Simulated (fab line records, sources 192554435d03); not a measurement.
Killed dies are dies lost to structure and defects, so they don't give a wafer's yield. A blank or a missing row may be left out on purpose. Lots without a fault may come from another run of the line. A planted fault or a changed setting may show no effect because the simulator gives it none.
Chamber matching | flow n5_finfet | N5_BEOL_M0_SAQP_MANDREL_ETCH_20 on rie_si-04: 4 sister chambers
The step etches a-Si in HBr/Cl2, stops on SiNx, target depth 60 nm, bt time 10 s, time 30 s. 4 wafers are shown with their chamber, then 8 later ones without.

WAFERS WITH THEIR CHAMBER
wafer  | chamber | drypump_motor_current_A (A)
L088.2 | 0       | 5.79
L088.3 | 1       | 6.51
L088.5 | 3       | 5.93
L089.3 | 2       | 5.22

WAFERS WITHOUT THEIR CHAMBER
wafer  | drypump_motor_current_A (A)
L089.4 | 5.93
L089.5 | 5.84
L095.2 | 5.24
L095.3 | 5.95
L095.6 | 5.23
L096.4 | 6.53
L096.5 | 5.22
L096.6 | 5.95

WHICH CHAMBER EACH WENT THROUGH
wafer  | from the rows above     | in truth
L089.4 | 3                       | 3
L089.5 | can't be placed: 0 or 3 | 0
L095.2 | 2                       | 2
L095.3 | 3                       | 3
L095.6 | 2                       | 2
L096.4 | 1                       | 1
L096.5 | 2                       | 2
L096.6 | 3                       | 3
Placed correctly: 7 of 8. Can't be placed from these rows: 1 (the true chamber is among the candidates in 1). Placed wrongly: 0.
How it was worked out, from the rows above alone: a wafer's distance from a chamber is the root of the sum, over the readings, of the square of ((its reading less the chamber's mean) divided by the reading's scatter). The wafer belongs to the nearest chamber; if the next one is less than 2 further off, it can't be placed. A chamber's mean is the mean of its shown wafers. The scatter: with one shown wafer a chamber, the root of the mean of the squares of how far each hidden wafer lies from its nearest shown one.
